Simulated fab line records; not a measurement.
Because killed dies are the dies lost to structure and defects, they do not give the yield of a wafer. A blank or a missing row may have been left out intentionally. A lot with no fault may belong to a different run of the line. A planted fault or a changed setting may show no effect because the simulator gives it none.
Matching of chambers / flow nand-harc / NHARC_P_ZERO_WELL_ETCH_65 on rie-diel-09 has 4 sister chambers
The step etches the open film in N2/H2, target depth 80 nm, overetch 24 nm, time 87.88 s. 16 wafers are shown with their chamber, then 8 later ones without.

## WAFERS, EACH WITH ITS CHAMBER
wafer=L076.1; chamber=3; showerhead-plenum-p-Torr (Torr)=2.20; drypump-motor-current-A (A)=5.30; oes-product-au (a.u.)=1.004
wafer=L076.3; chamber=2; showerhead-plenum-p-Torr (Torr)=1.98; drypump-motor-current-A (A)=5.73; oes-product-au (a.u.)=0.995
wafer=L076.6; chamber=3; showerhead-plenum-p-Torr (Torr)=2.20; drypump-motor-current-A (A)=5.30; oes-product-au (a.u.)=1.002
wafer=L079.1; chamber=3; showerhead-plenum-p-Torr (Torr)=2.20; drypump-motor-current-A (A)=5.31; oes-product-au (a.u.)=1.009
wafer=L079.3; chamber=2; showerhead-plenum-p-Torr (Torr)=1.98; drypump-motor-current-A (A)=5.69; oes-product-au (a.u.)=0.997
wafer=L079.6; chamber=2; showerhead-plenum-p-Torr (Torr)=1.98; drypump-motor-current-A (A)=5.74; oes-product-au (a.u.)=0.994
wafer=L083.2; chamber=3; showerhead-plenum-p-Torr (Torr)=2.20; drypump-motor-current-A (A)=5.32; oes-product-au (a.u.)=1.008
wafer=L083.3; chamber=2; showerhead-plenum-p-Torr (Torr)=1.98; drypump-motor-current-A (A)=5.74; oes-product-au (a.u.)=0.999
wafer=L083.4; chamber=0; showerhead-plenum-p-Torr (Torr)=2.21; drypump-motor-current-A (A)=5.82; oes-product-au (a.u.)=1.028
wafer=L087.2; chamber=0; showerhead-plenum-p-Torr (Torr)=2.20; drypump-motor-current-A (A)=5.83; oes-product-au (a.u.)=1.024
wafer=L087.3; chamber=1; showerhead-plenum-p-Torr (Torr)=1.96; drypump-motor-current-A (A)=5.62; oes-product-au (a.u.)=1.019
wafer=L087.4; chamber=2; showerhead-plenum-p-Torr (Torr)=1.98; drypump-motor-current-A (A)=5.73; oes-product-au (a.u.)=0.992
wafer=L090.1; chamber=1; showerhead-plenum-p-Torr (Torr)=1.96; drypump-motor-current-A (A)=5.65; oes-product-au (a.u.)=1.020
wafer=L090.2; chamber=0; showerhead-plenum-p-Torr (Torr)=2.20; drypump-motor-current-A (A)=5.83; oes-product-au (a.u.)=1.023
wafer=L090.4; chamber=3; showerhead-plenum-p-Torr (Torr)=2.20; drypump-motor-current-A (A)=5.34; oes-product-au (a.u.)=1.001
wafer=L092.2; chamber=3; showerhead-plenum-p-Torr (Torr)=2.20; drypump-motor-current-A (A)=5.31; oes-product-au (a.u.)=1.004

SIGNATURES, as means of the wafers listed above
reading=showerhead-plenum-p-Torr; chamber 0=2.2033; chamber 1=1.9600; chamber 2=1.9800; chamber 3=2.2000; scatter within a chamber=0.00236
reading=drypump-motor-current-A; chamber 0=5.8267; chamber 1=5.6350; chamber 2=5.7260; chamber 3=5.3133; scatter within a chamber=0.0168
reading=oes-product-au; chamber 0=1.02500; chamber 1=1.01950; chamber 2=0.99540; chamber 3=1.00467; scatter within a chamber=0.00281
Rule: for a wafer and a chamber, the distance is found by dividing, reading by reading, the gap between the wafer's reading and the chamber's mean by the reading's scatter, squaring, summing and taking the root. If the next closest chamber is less than 2 further off than the closest, the wafer can't be placed; otherwise it belongs to the closest. How the scatter is found: for the shown wafers, subtract from each reading the mean of its chamber, square and add these, divide the total by (wafers less chambers), then take the root.

## WAFERS MISSING THEIR CHAMBER
wafer=L092.4; showerhead-plenum-p-Torr (Torr)=1.98; drypump-motor-current-A (A)=5.72; oes-product-au (a.u.)=0.997
wafer=L092.5; showerhead-plenum-p-Torr (Torr)=1.96; drypump-motor-current-A (A)=5.62; oes-product-au (a.u.)=1.017
wafer=L095.1; showerhead-plenum-p-Torr (Torr)=2.20; drypump-motor-current-A (A)=5.31; oes-product-au (a.u.)=0.999
wafer=L095.4; showerhead-plenum-p-Torr (Torr)=1.98; drypump-motor-current-A (A)=5.70; oes-product-au (a.u.)=0.989
wafer=L095.6; showerhead-plenum-p-Torr (Torr)=2.20; drypump-motor-current-A (A)=5.32; oes-product-au (a.u.)=0.992
wafer=L096.1; showerhead-plenum-p-Torr (Torr)=2.20; drypump-motor-current-A (A)=5.31; oes-product-au (a.u.)=0.997
wafer=L096.5; showerhead-plenum-p-Torr (Torr)=2.20; drypump-motor-current-A (A)=5.31; oes-product-au (a.u.)=1.003
wafer=L096.6; showerhead-plenum-p-Torr (Torr)=2.20; drypump-motor-current-A (A)=5.81; oes-product-au (a.u.)=1.028

## WHICH CHAMBER EACH ONE RAN IN
wafer=L092.4; from the rows above=2; in truth=2
wafer=L092.5; from the rows above=1; in truth=1
wafer=L095.1; from the rows above=3; in truth=3
wafer=L095.4; from the rows above=2; in truth=2
wafer=L095.6; from the rows above=3; in truth=3
wafer=L096.1; from the rows above=3; in truth=3
wafer=L096.5; from the rows above=3; in truth=3
wafer=L096.6; from the rows above=0; in truth=0
Correct placement for 8 of the 8. Can't be placed from these rows: 0. Number placed wrongly: 0.
